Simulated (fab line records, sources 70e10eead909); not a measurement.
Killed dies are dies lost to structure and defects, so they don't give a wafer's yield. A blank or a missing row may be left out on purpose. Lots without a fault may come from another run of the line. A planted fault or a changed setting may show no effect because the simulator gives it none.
Chamber matching | flow nand_harc | NHARC_P_ZERO_WELL_DESCUM_54 on rie_diel-05: 4 sister chambers
The step chemistry O2, time 3 s. 8 wafers are shown with their chamber, then 7 later ones without.

WAFERS WITH THEIR CHAMBER
wafer  | chamber | drypump_motor_current_A (A) | showerhead_plenum_p_Torr (Torr)
L971.1 | 2       | 6.2                         | 1.84
L971.5 | 3       | 5.9                         | 1.82
L973.2 | 2       | 6.1                         | 1.83
L976.1 | 1       | 6.1                         | 2.07
L976.2 | 3       | 5.9                         | 1.81
L976.5 | 0       | 6.6                         | 1.88
L979.2 | 0       | 6.6                         | 1.88
L979.5 | 1       | 6.1                         | 2.07

WAFERS WITHOUT THEIR CHAMBER
wafer  | drypump_motor_current_A (A) | showerhead_plenum_p_Torr (Torr)
L979.6 | 6.1                         | 1.83
L986.1 | 6.2                         | 1.82
L986.2 | 6.1                         | 2.06
L986.5 | 6.6                         | 1.87
L991.1 | 6.1                         | 2.06
L991.4 | 6.6                         | 1.86
L991.6 | 6.1                         | 1.82

WHICH CHAMBER EACH WENT THROUGH
wafer  | from the rows above | in truth
L979.6 | 2                   | 2
L986.1 | 2                   | 2
L986.2 | 1                   | 1
L986.5 | 0                   | 0
L991.1 | 1                   | 1
L991.4 | 0                   | 0
L991.6 | 2                   | 2
Placed correctly: 7 of 7. Can't be placed from these rows: 0. Placed wrongly: 0.
How it was worked out, from the rows above alone: a wafer's distance from a chamber is the root of the sum, over the readings, of the square of ((its reading less the chamber's mean) divided by the reading's scatter). The wafer belongs to the nearest chamber; if the next one is less than 2 further off, it can't be placed. A chamber's mean is the mean of its shown wafers. The scatter: the root of (the sum of the squares of (reading less its chamber's mean) over the shown wafers, divided by (wafers less chambers)).
